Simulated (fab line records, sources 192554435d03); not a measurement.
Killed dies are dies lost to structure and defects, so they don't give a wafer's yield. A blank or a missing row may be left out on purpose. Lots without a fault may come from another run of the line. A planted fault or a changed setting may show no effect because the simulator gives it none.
fab line records | flow n5_finfet
record lots=7 wafers=39
route steps=1938 shown WELL_APT@26 SPACER0@259 MOL_CONTACT_COAG@535 BEOL_M2@841 BEOL_M3@996 BEOL_M5@1115 BEOL_M9@1446 BEOL_M10@1470 BEOL_M12@1648 PASSIVATION@1908
start_h: hours from the record's first day to the start of the lot's first wafer shown | wait_h: hours since the lot's step before | " the same as in the row above | L1.1+2: a row that stands for several wafers | - no value, or no start given | * or withheld: withheld | < > ~ a bound
route shown NAME@n: a module of which the file shows steps, and the number in the route of the first | usual: mean/standard deviation of fault-free wafers | same: alike in all rows | chamber/n: place in a boat | sites: the reading at each site | _std_site: their standard deviation | _edge_site: outer sites' mean less inner sites' | radius_mm: how far each site lies from the wafer's centre | mask NAME#n: copy n | behind: the tool/chamber that last shaped the wafer | hold: why the lot was held/for how many hours/how that ended | device: the transistor (n, p or np) that didn't switch | end of line: the same wafers' tests at the end of the route | a step without rows: its recipe alone | killed: dies lost to structure and defects at the first sort, not the wafer's yield | map: a wafer's dies, x killed, . not, _ none there
set.NAME: the setting as run; set.NAME@STEP: as run at that earlier step | model.NAME: the simulator's own value behind a step, which no gauge read
lots whose settings were changed on purpose; a table a step, a row a wafer
## steps
# step N5_WELL_APT_DEVELOP_07
# recipe develop_time_s=45 rinse_liquid=surfactant_rinse dry=air_spin dev_temp_c=21
# step N5_SPACER0_ALD_00
# recipe material=SiOCN target_thk_a=35 temp_c=400 ald_precursor_family=alkyl-aminosilane ald_co_reactant=O2/N2-plasma pulse_time_s=3 purge_time_s=2 co_reactant_purge_time_s=2 ald_cycles=58 pressure_torr=2
# step N5_MOL_CONTACT_COAG_CONTACT_ETCH_14
# recipe chemistry=C4F6/O2 target=SiO2 target_depth_a=275 overetch_a=85 mask_material=SOC pressure_mtorr=30 source_w=370 bias_w=185 Ar_flow_sccm=300 C4F6_flow_sccm=16 O2_flow_sccm=10 time_s=20 ion_energy_ev=259.6
# step N5_MOL_CONTACT_COAG_ETCH_124
# recipe chemistry=CH3F/O2 target=SiNx target_depth_a=65 mask_material=SOC stop_on=SiOC over_etch_frac=0.3 ion_energy_ev=120 pressure_mtorr=30 source_w=395 bias_w=73 Ar_flow_sccm=150 CH3F_flow_sccm=30 O2_flow_sccm=20 ends=end_point
# step N5_BEOL_M2_ILD_DEP_00
# recipe material=SiOC target_thk_a=790 temp_c=350 precursor=DEMS/O2 pressure_torr=5 rf_w=500 time_s=15.3
# step N5_BEOL_M3_SPUTTER_79
# recipe material=Cu target_thk_a=45 temp_c=-20 chamber_pressure_pa=0.07 power_w=withheld time_s=8.29
# step N5_BEOL_M5_PECVD_70
# recipe material=SiO2 target_thk_a=160 temp_c=400 precursor=TEOS/O2 pressure_torr=5.5 rf_w=450 teos_flow_sccm=53.8 gas=O2 flow_sccm=3000 time_s=18
# step N5_BEOL_M5_TRENCH_ETCH_37
# recipe chemistry=C4F6/O2 target_depth_a=716.52 target=SiCOH_lowk time_s=24.7 ion_energy_ev=250 pressure_mtorr=30 source_w=345 bias_w=185 Ar_flow_sccm=300 C4F6_flow_sccm=10 O2_flow_sccm=10
# step N5_BEOL_M9_TRENCH_ETCH_37
# recipe chemistry=C4F6/O2 target_depth_a=1514.3 target=SiCOH_lowk time_s=49 ion_energy_ev=250 pressure_mtorr=30 source_w=345 bias_w=185 Ar_flow_sccm=300 C4F6_flow_sccm=10 O2_flow_sccm=10
# step N5_BEOL_M10_ILD_DEP_00
# recipe material=SiCOH_lowk target_thk_a=3085.1 temp_c=300 precursor=DEMS/porogen pressure_torr=5 rf_w=500 time_s=58
# step N5_BEOL_M12_SPUTTER_43
# recipe material=TaN target_thk_a=150 temp_c=50 bias_v=168.6 power_w=15000 chamber_pressure_pa=0.12 time_s=24.19
# step N5_PASSIVATION_DESCUM_32
# recipe chemistry=O2 time_s=7.9 source_power_w=50 bias_power_w=20 pressure_mtorr=20 rf_frequency_hz=2.712e+07 temp_c=40 o2_flow_sccm=225
# step N5_PASSIVATION_PROBE_49
# usual killed_at_M0_to_M3=31/10 killed_at_contacts=13/6.3
# columns lot.wafer tool chamber start_h wait_h set.develop_time_s@WELL_APT_DEVELOP_07 set.ald_cycles@SPACER0_ALD_00 set.time_s@MOL_CONTACT_COAG_CONTACT_ETCH_14 set.target_depth_a@MOL_CONTACT_COAG_ETCH_124 set.time_s@BEOL_M2_ILD_DEP_00 set.time_s@BEOL_M3_SPUTTER_79 set.time_s@BEOL_M5_PECVD_70 set.target_depth_a@BEOL_M5_TRENCH_ETCH_37 set.time_s@BEOL_M9_TRENCH_ETCH_37 set.time_s@BEOL_M10_ILD_DEP_00 set.time_s@BEOL_M12_SPUTTER_43 set.time_s@PASSIVATION_DESCUM_32 killed_at_M0_to_M3 killed_at_contacts
L075.1 prober-01 - 279.03 0.0 45 58 20 90.79 6.628 8.29 18 323.6 49 58 10.05 10.5 1099 18
L075.2 prober-01 - 279.08 0.1 45 82 20 90.79 15.3 8.29 8.981 716.52 40.47 58 10.05 10.5 25 23
L075.3 prober-01 - 279.13 0.1 59.74 82 20 65 15.3 6.945 18 323.6 40.47 58 24.19 7.9 53 7
L075.4 prober-01 - 279.18 0.2 59.74 58 23.81 90.79 6.628 6.945 18 716.52 40.47 67.47 10.05 7.9 1110 12
L075.5 prober-01 - 279.23 0.2 45 82 23.81 65 6.628 8.29 8.981 716.52 49 67.47 24.19 10.5 1109 12
L075.6 prober-01 - 279.28 0.3 59.74 58 23.81 65 15.3 6.945 8.981 323.6 49 67.47 24.19 7.9 28 7
L081.1 prober-01 - 316.07 0.0 45 77 28.24 65 15.3 4.485 18 716.52 28.65 92.02 24.19 7.9 46 22
L081.2 prober-01 - 316.12 0.1 22.58 58 28.24 26.04 21.85 4.485 18 848.6 49 58 35.59 7.9 37 1095
L081.3 prober-01 - 316.17 0.1 45 58 20 26.04 15.3 8.29 18 848.6 28.65 58 24.19 7.9 31 1104
L081.4 prober-01 - 316.22 0.2 22.58 58 20 65 21.85 8.29 18 848.6 28.65 92.02 35.59 7.9 1125 9
L081.5 prober-01 - 316.27 0.2 45 77 20 65 15.3 4.485 18 716.52 49 92.02 24.19 7.9 61 16
L081.6 prober-01 - 316.32 0.3 22.58 77 28.24 26.04 21.85 8.29 18 716.52 49 58 35.59 7.9 46 1079
L082.1 prober-02 - 325.07 0.0 45 86 20 65 18.91 8.29 18 716.52 67.15 29.38 30.37 12.44 43 7
L082.2 prober-02 - 325.12 0.1 45 86 20 31.57 15.3 8.29 12.84 433 67.15 58 30.37 7.9 37 1069
L082.3 prober-02 - 325.17 0.1 59.6 58 20 65 15.3 4.183 18 433 49 58 24.19 12.44 51 9
L082.4 prober-02 - 325.22 0.2 59.6 58 20 31.57 18.91 4.183 12.84 433 49 29.38 24.19 7.9 35 1054
L082.5 prober-02 - 325.27 0.2 45 58 20 31.57 18.91 8.29 18 716.52 49 29.38 30.37 7.9 30 1078
L082.6 prober-02 - 325.32 0.3 59.6 86 20 65 15.3 4.183 12.84 716.52 67.15 58 24.19 12.44 22 7
L084.3 prober-01 - 345.06 0.1 45 58 20 65 15.3 8.29 18 716.52 49 58 24.19 7.9 21 8
L084.5 prober-01 - 345.16 0.2 45 58 20 65 15.3 8.29 18 716.52 49 58 24.19 7.9 33 7
L084.6 prober-01 - 345.21 0.3 45 58 20 65 15.3 8.29 18 716.52 49 58 24.19 7.9 28 11
L087.1 prober-02 - 356.01 0.0 35.46 58 20 36.23 7.402 8.29 24.69 537.1 49 34.89 24.19 11.46 54 1058
L087.2 prober-02 - 356.06 0.1 45 27 20 65 7.402 8.29 18 716.52 49 58 24.19 11.46 1087 10
L087.3 prober-02 - 356.11 0.1 45 58 20 36.23 7.402 10.26 18 537.1 58.79 58 12.8 7.9 24 1086
L087.4 prober-02 - 356.16 0.2 45 27 20 36.23 15.3 10.26 24.69 716.52 58.79 58 24.19 7.9 21 1099
L087.5 prober-02 - 356.21 0.2 35.46 58 20 65 15.3 8.29 24.69 537.1 58.79 34.89 12.8 11.46 27 11
L087.6 prober-02 - 356.26 0.3 35.46 27 20 65 15.3 10.26 18 716.52 49 34.89 12.8 7.9 32 8
L096.1 prober-01 - 412.57 0.0 45 58 20 65 6.426 8.29 21.33 716.52 60.25 58 24.19 7.9 1108 11
L096.2 prober-01 - 412.62 0.1 45 58 24.56 65 15.3 4.809 21.33 716.52 49 86.17 24.19 4.821 18 24
L096.3 prober-01 - 412.67 0.1 45 58 24.56 65 6.426 8.29 18 716.52 60.25 86.17 24.19 4.821 1074 21
L096.4 prober-01 - 412.72 0.2 45 58 20 29.56 15.3 4.809 21.33 716.52 60.25 86.17 24.19 7.9 15 1096
L096.5 prober-01 - 412.77 0.2 45 58 24.56 29.56 15.3 8.29 18 716.52 49 58 24.19 4.821 20 1083
L096.6 prober-01 - 412.82 0.3 45 58 20 29.56 6.426 4.809 18 716.52 49 58 24.19 7.9 125 1004
L097.1 prober-02 - 436.37 0.0 57.59 91 20 65 7.187 8.29 18 716.52 49 29.66 31.11 3.444 1117 5
L097.2 prober-02 - 436.42 0.1 45 91 20 65 15.3 5.069 18 716.52 49 58 31.11 3.444 28 8
L097.3 prober-02 - 436.47 0.1 57.59 91 11.33 50.35 7.187 5.069 24.3 716.52 19.69 29.66 24.19 3.444 35 1094
L097.4 prober-02 - 436.52 0.2 45 58 20 50.35 7.187 8.29 24.3 865 19.69 58 31.11 7.9 1111 8
L097.5 prober-02 - 436.57 0.2 45 58 11.33 50.35 15.3 8.29 18 865 19.69 29.66 24.19 7.9 32 1103
L097.6 prober-02 - 436.62 0.3 57.59 58 11.33 65 15.3 5.069 24.3 865 49 58 24.19 7.9 33 1091
# killed by level:class
L075.1 BEOL_M2:area_dep=1075 FIN_SAQP:geometric_particle:open=17 MOL_CONTACT_COAG:geometric_particle:open=13 BEOL_M3:geometric_particle:open=12 FIN_SAQP:geometric_particle:short=11 BEOL_M0_SAQP:geometric_particle:open=5 MOL_CONTACT_COAG:geometric_particle:short=5 STI_FIN_REVEAL:geometric_particle:open=4
L075.2 MOL_CONTACT_COAG:geometric_particle:open=16 STI_FIN_REVEAL:geometric_particle:open=13 FIN_SAQP:geometric_particle:short=8 BEOL_M3:geometric_particle:open=8 FIN_SAQP:geometric_particle:open=7 MOL_CONTACT_COAG:geometric_particle:short=7 BEOL_M5:geometric_particle:open=5 MIM_TOP:geometric_particle:open=5
L075.3 BEOL_M5:area_ecd=1005 FIN_SAQP:geometric_particle:open=15 BEOL_M3:geometric_particle:open=15 BEOL_M0_SAQP:geometric_particle:short=14 BEOL_M0_SAQP:geometric_particle:open=13 FIN_SAQP:geometric_particle:short=11 BEOL_M1:geometric_particle:open=7 MOL_CONTACT_COAG:geometric_particle:open=5
L075.4 BEOL_M2:area_dep=1083 FIN_SAQP:geometric_particle:open=11 MOL_CONTACT_COAG:geometric_particle:open=11 BEOL_M3:geometric_particle:open=11 STI_FIN_REVEAL:geometric_particle:open=5 STARTING-WAFER:geometric_particle:open=5 STARTING-WAFER:geometric_particle:short=5 DUMMY_GATE:geometric_particle:open=4
L075.5 BEOL_M2:area_dep=1075 STI_FIN_REVEAL:geometric_particle:open=11 BEOL_M3:geometric_particle:open=10 FIN_SAQP:geometric_particle:short=9 MOL_CONTACT_COAG:geometric_particle:open=9 BEOL_M0_SAQP:geometric_particle:short=9 BEOL_M5:geometric_particle:open=7 FIN_SAQP:geometric_particle:open=6
L075.6 BEOL_M5:area_ecd=961 FIN_SAQP:geometric_particle:short=16 FIN_SAQP:geometric_particle:open=13 BEOL_M2:geometric_particle:open=10 BEOL_M3:geometric_particle:open=8 STI_FIN_REVEAL:geometric_particle:open=6 DUMMY_GATE:geometric_particle:open=5 MOL_CONTACT_COAG:geometric_particle:open=5
L081.1 BEOL_M10:area_etch=1070 MOL_CONTACT_COAG:geometric_particle:open=16 BEOL_M1:geometric_particle:open=10 BEOL_M0_SAQP:geometric_particle:short=8 BEOL_M3:geometric_particle:open=8 STI_FIN_REVEAL:geometric_particle:open=7 BEOL_M0_SAQP:geometric_particle:open=7 MOL_CONTACT_COAG:geometric_particle:short=6
L081.2 MOL_CONTACT_COAG:area_etch=1081 MOL_CONTACT_COAG:geometric_particle:open=14 BEOL_M0_SAQP:geometric_particle:short=10 BEOL_M0_SAQP:geometric_particle:open=7 STI_FIN_REVEAL:geometric_particle:open=6 BEOL_M3:geometric_particle:open=6 BEOL_M4:geometric_particle:open=5 FIN_SAQP:geometric_particle:open=4
L081.3 MOL_CONTACT_COAG:area_etch=1099 BEOL_M0_SAQP:geometric_particle:open=9 STI_FIN_REVEAL:geometric_particle:short=8 STI_FIN_REVEAL:geometric_particle:open=8 BEOL_M0_SAQP:geometric_particle:short=6 BEOL_M3:geometric_particle:open=6 GATE_CUT:geometric_particle:short=5 BEOL_M1:geometric_particle:open=5
L081.4 BEOL_M2:area_dep=1094 BEOL_M0_SAQP:geometric_particle:short=8 BEOL_M1:geometric_particle:open=8 STI_FIN_REVEAL:geometric_particle:open=7 FIN_SAQP:geometric_particle:short=6 BEOL_M3:geometric_particle:open=6 MOL_CONTACT_COAG:geometric_particle:open=5 BEOL_M8:geometric_particle:open=5
L081.5 BEOL_M10:area_etch=1052 BEOL_M0_SAQP:geometric_particle:open=20 MOL_CONTACT_COAG:geometric_particle:open=16 BEOL_M0_SAQP:geometric_particle:short=15 BEOL_M1:geometric_particle:open=12 BEOL_M4:geometric_particle:open=10 FIN_SAQP:geometric_particle:short=7 FIN_SAQP:geometric_particle:open=6
L081.6 MOL_CONTACT_COAG:area_etch=1059 MOL_CONTACT_COAG:geometric_particle:open=17 BEOL_M0_SAQP:geometric_particle:short=14 BEOL_M0_SAQP:geometric_particle:open=11 STI_FIN_REVEAL:geometric_particle:open=10 BEOL_M3:geometric_particle:open=8 BEOL_M1:geometric_particle:open=6 FIN_SAQP:geometric_particle:open=5
L082.1 BEOL_M10:area_dep=1059 GATE_CUT:geometric_particle:short=12 BEOL_M2:geometric_particle:open=10 BEOL_M4:geometric_particle:open=6 GATE_CUT:geometric_particle:open=6 BEOL_M3:geometric_particle:open=6 BEOL_M0_SAQP:geometric_particle:short=5 BEOL_M0_SAQP:geometric_particle:open=5
L082.2 MOL_CONTACT_COAG:area_etch=1061 BEOL_M2:geometric_particle:open=13 STI_FIN_REVEAL:geometric_particle:open=10 GATE_CUT:geometric_particle:short=10 BEOL_M0_SAQP:geometric_particle:open=7 FIN_SAQP:geometric_particle:short=5 FIN_SAQP:geometric_particle:open=5 BEOL_M0_SAQP:geometric_particle:short=5
L082.3 BEOL_M5:area_ecd=43 BEOL_M2:geometric_particle:open=17 BEOL_M0_SAQP:geometric_particle:open=14 GATE_CUT:geometric_particle:short=11 MOL_CONTACT_COAG:geometric_particle:open=9 FIN_SAQP:geometric_particle:short=7 FIN_SAQP:geometric_particle:open=7 BEOL_M0_SAQP:geometric_particle:short=6
L082.4 MOL_CONTACT_COAG:area_etch=1049 BEOL_M10:area_dep=23 GATE_CUT:geometric_particle:short=13 STI_FIN_REVEAL:geometric_particle:open=11 BEOL_M0_SAQP:geometric_particle:open=11 ILD0:geometric_particle:open=8 BEOL_M0_SAQP:geometric_particle:short=8 BEOL_M2:geometric_particle:open=6
L082.5 MOL_CONTACT_COAG:area_etch=1067 FIN_SAQP:geometric_particle:short=15 FIN_SAQP:geometric_particle:open=11 GATE_CUT:geometric_particle:short=11 MOL_CONTACT_COAG:geometric_particle:open=9 BEOL_M0_SAQP:geometric_particle:short=9 BEOL_M0_SAQP:geometric_particle:open=7 BEOL_M3:geometric_particle:open=6
L082.6 FIN_SAQP:geometric_particle:short=9 BEOL_M0_SAQP:geometric_particle:short=9 MOL_CONTACT_COAG:geometric_particle:open=7 FIN_SAQP:geometric_particle:open=6 GATE_CUT:geometric_particle:short=6 BEOL_M0_SAQP:geometric_particle:open=6 STI_FIN_REVEAL:geometric_particle:open=5 PASS1_DEP:geometric_particle:open=5
L084.3 STI_FIN_REVEAL:geometric_particle:open=14 MOL_CONTACT_COAG:geometric_particle:open=8 BEOL_M2:geometric_particle:open=7 BEOL_M4:geometric_particle:open=7 FIN_SAQP:geometric_particle:open=5 BEOL_M0_SAQP:geometric_particle:open=4 STARTING-WAFER:geometric_particle:open=4 FIN_SAQP:geometric_particle:short=3
L084.5 BEOL_M4:geometric_particle:open=11 BEOL_M2:geometric_particle:open=10 FIN_SAQP:geometric_particle:short=9 BEOL_M0_SAQP:geometric_particle:short=8 FIN_SAQP:geometric_particle:open=7 BEOL_M7:geometric_particle:open=7 MOL_CONTACT_COAG:geometric_particle:open=6 STI_FIN_REVEAL:geometric_particle:open=5
L084.6 BEOL_M4:geometric_particle:open=11 MOL_CONTACT_COAG:geometric_particle:open=8 BEOL_M0_SAQP:geometric_particle:short=8 STI_FIN_REVEAL:geometric_particle:open=7 DUMMY_GATE:geometric_particle:open=4 BEOL_M0_SAQP:geometric_particle:open=4 BEOL_M1:geometric_particle:open=4 BEOL_M3:geometric_particle:open=4
L087.1 MOL_CONTACT_COAG:area_etch=1047 BEOL_M0_SAQP:geometric_particle:open=17 BEOL_M0_SAQP:geometric_particle:short=11 BEOL_M4:geometric_particle:open=10 FIN_SAQP:geometric_particle:open=9 MOL_CONTACT_COAG:geometric_particle:open=8 BEOL_M2:geometric_particle:open=8 DUMMY_GATE:geometric_particle:open=7
L087.2 BEOL_M2:area_dep=1038 BEOL_M0_SAQP:geometric_particle:short=16 BEOL_M0_SAQP:geometric_particle:open=14 DUMMY_GATE:geometric_particle:open=11 STI_FIN_REVEAL:geometric_particle:open=9 BEOL_M4:geometric_particle:open=9 MOL_CONTACT_COAG:geometric_particle:open=8 GATE_CUT:geometric_particle:short=7
L087.3 MOL_CONTACT_COAG:area_etch=1078 STI_FIN_REVEAL:geometric_particle:open=8 BEOL_M0_SAQP:geometric_particle:short=7 DUMMY_GATE:geometric_particle:open=7 FIN_SAQP:geometric_particle:short=6 MOL_CONTACT_COAG:geometric_particle:open=6 BEOL_M0_SAQP:geometric_particle:open=6 BEOL_M4:geometric_particle:open=6
L087.4 MOL_CONTACT_COAG:area_etch=1088 MOL_CONTACT_COAG:geometric_particle:open=9 BEOL_M0_SAQP:geometric_particle:short=7 FIN_SAQP:geometric_particle:short=6 FIN_SAQP:geometric_particle:open=5 DUMMY_GATE:geometric_particle:short=5 DUMMY_GATE:geometric_particle:open=5 BEOL_M2:geometric_particle:open=5
L087.5 BEOL_M10:area_dep=120 DUMMY_GATE:geometric_particle:open=12 FIN_SAQP:geometric_particle:open=11 MOL_CONTACT_COAG:geometric_particle:open=11 FIN_SAQP:geometric_particle:short=9 BEOL_M5:area_ecd=9 BEOL_M2:geometric_particle:open=8 BEOL_M4:geometric_particle:open=7
L087.6 BEOL_M10:area_dep=419 FIN_SAQP:geometric_particle:open=13 BEOL_M0_SAQP:geometric_particle:open=12 GATE_CUT:geometric_particle:open=9 BEOL_M0_SAQP:geometric_particle:short=7 STI_FIN_REVEAL:geometric_particle:open=6 DUMMY_GATE:geometric_particle:open=6 MOL_CONTACT_COAG:geometric_particle:open=5
L096.1 BEOL_M2:area_dep=1098 FIN_SAQP:geometric_particle:open=12 MOL_CONTACT_COAG:geometric_particle:open=11 FIN_SAQP:geometric_particle:short=10 DUMMY_GATE:geometric_particle:open=8 BEOL_M1:geometric_particle:open=7 STI_FIN_REVEAL:geometric_particle:open=3 GATE_CUT:geometric_particle:short=3
L096.2 BEOL_M10:area_etch=1083 MOL_CONTACT_COAG:geometric_particle:open=21 STI_FIN_REVEAL:geometric_particle:open=9 BEOL_M1:geometric_particle:open=7 FIN_SAQP:geometric_particle:short=6 FIN_SAQP:geometric_particle:open=5 GATE_CUT:geometric_particle:short=4 BEOL_M4:geometric_particle:short=4
L096.3 BEOL_M2:area_dep=1053 STI_FIN_REVEAL:geometric_particle:open=20 MOL_CONTACT_COAG:geometric_particle:open=17 FIN_SAQP:geometric_particle:open=14 FIN_SAQP:geometric_particle:short=10 BEOL_M4:geometric_particle:open=7 BEOL_M1:geometric_particle:open=5 BEOL_M5:geometric_particle:open=5
L096.4 MOL_CONTACT_COAG:area_etch=1082 FIN_SAQP:geometric_particle:short=15 FIN_SAQP:geometric_particle:open=14 MOL_CONTACT_COAG:geometric_particle:open=10 STI_FIN_REVEAL:geometric_particle:open=8 BEOL_M1:geometric_particle:open=8 BEOL_M4:geometric_particle:open=6 GATE_CUT:geometric_particle:short=4
L096.5 MOL_CONTACT_COAG:area_etch=1075 FIN_SAQP:geometric_particle:short=18 FIN_SAQP:geometric_particle:open=12 STI_FIN_REVEAL:geometric_particle:open=10 BEOL_M3:geometric_particle:open=7 BEOL_M4:geometric_particle:open=7 MOL_CONTACT_COAG:geometric_particle:open=6 BEOL_M1:geometric_particle:open=6
L096.6 MOL_CONTACT_COAG:area_etch=994 BEOL_M2:area_dep=103 FIN_SAQP:geometric_particle:short=9 MOL_CONTACT_COAG:geometric_particle:open=8 STARTING-WAFER:geometric_particle:short=7 BEOL_M1:geometric_particle:open=5 FIN_SAQP:geometric_particle:open=4 BEOL_M0_SAQP:geometric_particle:short=4
L097.1 BEOL_M2:area_dep=1089 FIN_SAQP:geometric_particle:short=13 BEOL_M3:geometric_particle:open=10 STI_FIN_REVEAL:geometric_particle:open=9 FIN_SAQP:geometric_particle:open=7 DUMMY_GATE:geometric_particle:open=5 MOL_CONTACT_COAG:geometric_particle:open=5 BEOL_M2:geometric_particle:open=4
L097.2 BEOL_M3:geometric_particle:open=11 FIN_SAQP:geometric_particle:open=7 BEOL_M4:geometric_particle:open=7 FIN_SAQP:geometric_particle:short=6 MOL_CONTACT_COAG:geometric_particle:open=5 STARTING-WAFER:geometric_particle:open=5 STI_FIN_REVEAL:geometric_particle:open=4 BEOL_M0_SAQP:geometric_particle:open=4
L097.3 MOL_CONTACT_COAG:area_etch=1083 FIN_SAQP:geometric_particle:open=11 BEOL_M3:geometric_particle:open=11 MOL_CONTACT_COAG:geometric_particle:open=10 FIN_SAQP:geometric_particle:short=9 STARTING-WAFER:geometric_particle:open=7 BEOL_M0_SAQP:geometric_particle:open=5 BEOL_M0:geometric_particle:open=5
L097.4 BEOL_M2:area_dep=1085 FIN_SAQP:geometric_particle:open=16 FIN_SAQP:geometric_particle:short=10 BEOL_M2:geometric_particle:open=9 STI_FIN_REVEAL:geometric_particle:open=8 MOL_CONTACT_COAG:geometric_particle:open=7 BEOL_M3:geometric_particle:open=6 BEOL_M0_SAQP:geometric_particle:open=3
L097.5 MOL_CONTACT_COAG:area_etch=1101 FIN_SAQP:geometric_particle:open=18 BEOL_M3:geometric_particle:open=12 FIN_SAQP:geometric_particle:short=9 BEOL_M1:geometric_particle:open=5 BEOL_M2:geometric_particle:open=4 BEOL_M0_SAQP:geometric_particle:open=3 BEOL_M3:geometric_particle:short=3
L097.6 MOL_CONTACT_COAG:area_etch=1082 STI_FIN_REVEAL:geometric_particle:open=10 FIN_SAQP:geometric_particle:open=9 MOL_CONTACT_COAG:geometric_particle:open=8 FIN_SAQP:geometric_particle:short=7 BEOL_M1:geometric_particle:open=7 BEOL_M3:geometric_particle:open=6 BEOL_M0_SAQP:geometric_particle:open=5
## key
split step=N5_WELL_APT_DEVELOP_07 setting=develop_time_s stated_as=45
response none clear
split step=N5_SPACER0_ALD_00 setting=ald_cycles stated_as=58
response none clear
split step=N5_MOL_CONTACT_COAG_CONTACT_ETCH_14 setting=time_s stated_as=20
response none clear
split step=N5_MOL_CONTACT_COAG_ETCH_124 setting=target_depth_a stated_as=65
response step=N5_PASSIVATION_PROBE_49 reading=killed_at_contacts slope=-19.9 per=1% together_with=all explained=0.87
split step=N5_BEOL_M2_ILD_DEP_00 setting=time_s stated_as=15.3
response step=N5_PASSIVATION_PROBE_49 reading=killed_at_M0_to_M3 slope=-12.1 per=1% together_with=all explained=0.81
split step=N5_BEOL_M3_SPUTTER_79 setting=time_s stated_as=8.29
response none clear
split step=N5_BEOL_M5_PECVD_70 setting=time_s stated_as=18
response none clear
split step=N5_BEOL_M5_TRENCH_ETCH_37 setting=target_depth_a stated_as=716.52
response none clear
split step=N5_BEOL_M9_TRENCH_ETCH_37 setting=time_s stated_as=49
response none clear
split step=N5_BEOL_M10_ILD_DEP_00 setting=time_s stated_as=58
response none clear
split step=N5_BEOL_M12_SPUTTER_43 setting=time_s stated_as=24.19
response none clear
split step=N5_PASSIVATION_DESCUM_32 setting=time_s stated_as=7.9
response none clear
